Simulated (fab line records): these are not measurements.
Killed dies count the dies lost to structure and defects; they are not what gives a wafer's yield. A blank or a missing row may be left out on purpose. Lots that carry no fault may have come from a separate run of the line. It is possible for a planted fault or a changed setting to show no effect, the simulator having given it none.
Struck lot and sound lot, side by side -- flow n5_finfet -- 22 steps out of a route of 1938
Sound: the wafers L253.2, L253.3, L253.5. Struck: wafer L262.6; the same lot's L262.5 was not struck, so it is left out; see the end for the cause.
Each step with rows lists, per side, the tool, then ch with its chambers, then its first start. Under that, the readings that differ: sound wafers -- struck wafers -- difference of the means -- sigmas: that difference in standard deviations of wafers without a fault.
alike: readings whose means differ by less than 2 such deviations, and words and numbers that are the same on both sides. not compared: withheld readings, readings that some wafer has no value for, bounds like >300 that may hide the same value, and numbers for which the record gives no deviation and whose values overlap.
Wherever a step has rows on one side only, a row that says differs or no value, or a row with sigmas, the two part there. Numbers that have no deviation but don't overlap get no sigmas and don't part them. Lack of a reading on every wafer of one side parts them only where that side has two or more wafers.

N5_BEOL_M5_RS_MEAS_57: measurement is done with a four-point probe.
  sound on film_metro-02, day 8 12:18; struck on film_metro-01, day 11 03:25
  alike: M5_RS
N5_BEOL_M5_INSPECT_58: inspects for defects (darkfield).
  sound on defect_inspect-01, day 8 12:20; struck on defect_inspect-01, day 11 03:26
  alike: raw_defect_count
N5_BEOL_M6_ILD_DEP_00: deposits SiCOH lowk from DEMS/porogen, target thk 179.75 nm, time 33.4 s.
  sound on pecvd-02 ch 0,2, day 8 12:22; struck on pecvd-02 ch 2, day 11 03:29
  alike: heater_power_w, showerhead_plenum_p_Torr, throttle_valve_pct
N5_BEOL_M6_CURE_74: cures SiCOH lowk, time 240 s.
  sound on uv_cure-03 ch 2, day 8 12:35; struck on uv_cure-02 ch 1, day 11 03:51
  alike: lamp_power_pct, wafer_temp_C_max
N5_BEOL_M6_THK_MEAS_01:
  sound on film_metro-02, day 8 13:25; struck on film_metro-02, day 11 04:03
  alike: M6_ILD_THK
then, 1 step without rows for these wafers: N5_BEOL_M6_PECVD_70 (deposits SiO2 from TEOS/O2, target thk 20 nm, time 22.7 s).
N5_BEOL_M6_HM_DEP_02: deposits TiN, target thk 20 nm.
  sound on pvd_sputter-02, day 8 14:31; struck on pvd_sputter-03, day 11 06:26
  alike: chamber_pressure_pa, throttle_valve_pct
then, 5 steps without rows for these wafers: N5_BEOL_M6_COAT_59 (time 60 s, resist thk 100 nm); N5_BEOL_M6_COAT_60 (time 60 s, resist thk 35 nm); N5_BEOL_M6_COAT_05 (resist thk 90 nm); N5_BEOL_M6_EBR_07; N5_BEOL_M6_SOFTBAKE_06 (time 60 s).
N5_BEOL_M6_EXPOSE_08: exposes mask M6.
  sound on arfi_scanner-01 ch 0, day 8 14:54; struck on arfi_scanner-01 ch 0, day 11 06:39
  alike: mask
then, 2 steps without rows for these wafers: N5_BEOL_M6_PEB_09 (peb time 60 s); N5_BEOL_M6_DEVELOP_10 (develop time 30 s).
N5_BEOL_M6_CD_MEAS_11 targets a cd of 38.5 nm.
  sound on cd_sem-01 ch 0, day 8 15:01; struck on cd_sem-02 ch 0, day 11 06:46
reading,sound,struck,difference,sigmas
cd_nm (nm),38.3 38.9 38.6,37.3,-1.3,-2
N5_BEOL_M6_OVL_MEAS_12:
  sound on overlay-02 ch 0, day 8 15:03; struck on overlay-01 ch 0, day 11 06:47
  alike: M6_OVL
N5_BEOL_M6_INSPECT_13: inspects for defects (brightfield).
  sound on defect_inspect-01, day 8 15:05; struck on defect_inspect-01, day 11 06:49
  alike: raw_defect_count
N5_BEOL_M6_DESCUM_16: chemistry O2, time 7.9 s.
  sound on rie_diel-05 ch 1,3, day 8 15:07; struck on rie_diel-05 ch 3, day 11 06:52
  alike: drypump_motor_current_A, oes_product_au, rf_vpp_V, showerhead_plenum_p_Torr, throttle_valve_pct
  not compared: rf_hours_counter_h
N5_BEOL_M6_ETCH_61: etches SiARC in CF4, target depth 45.5 nm, time 75.8 s.
  sound on rie_diel-05 ch 1,3, day 8 15:10; struck on rie_diel-05 ch 3, day 11 06:54
reading,sound,struck,difference,sigmas
model.BEOL_M6.cd_offset_nm (nm),0 0.4 0.2,-0.6,-0.8,
  alike: drypump_motor_current_A, etch_rf_on_time_s, oes_product_au, rf_vpp_V, showerhead_plenum_p_Torr, throttle_valve_pct
  not compared: rf_hours_counter_h
N5_BEOL_M6_ETCH_62: etches SOC in N2/H2, target depth 110 nm, overetch 22 nm, time 165 s.
  sound on rie_diel-05 ch 1,3, day 8 15:13; struck on rie_diel-05 ch 3, day 11 07:00
reading,sound,struck,difference,sigmas
n2_flow_sccm (sccm),200.4 201.0 200.9,199.2,-1.6,-2
  alike: drypump_motor_current_A, oes_product_au, rf_vpp_V, showerhead_plenum_p_Torr, throttle_valve_pct
  not compared: rf_hours_counter_h
-- here the record skips 3 days between the struck wafers' starts before and after, leaving off in module BEOL_M6 and picking up in module PASSIVATION (first step shown: number 1936 of the route) --
N5_PASSIVATION_PROBE_49:
  sound on prober-01, day 11 21:04; struck on prober-01, day 14 16:19
  alike: defect_limited_yield, killed_at_M0_to_M3, killed_at_M4_up, killed_at_contacts, killed_at_front_end, killed_at_other, killed_dies, killed_open, killed_short, sort_bin_5_function, sort_bin_6_memory, sort_bin_8_speed, sort_n_pass, sort_yield_pct

## WHERE THEY PART
First at N5_BEOL_M6_CD_MEAS_11; last, within this record, at N5_BEOL_M6_ETCH_62. Later steps at which nothing parts them and some readings are alike: N5_PASSIVATION_PROBE_49.

WHY: what the simulator had put in
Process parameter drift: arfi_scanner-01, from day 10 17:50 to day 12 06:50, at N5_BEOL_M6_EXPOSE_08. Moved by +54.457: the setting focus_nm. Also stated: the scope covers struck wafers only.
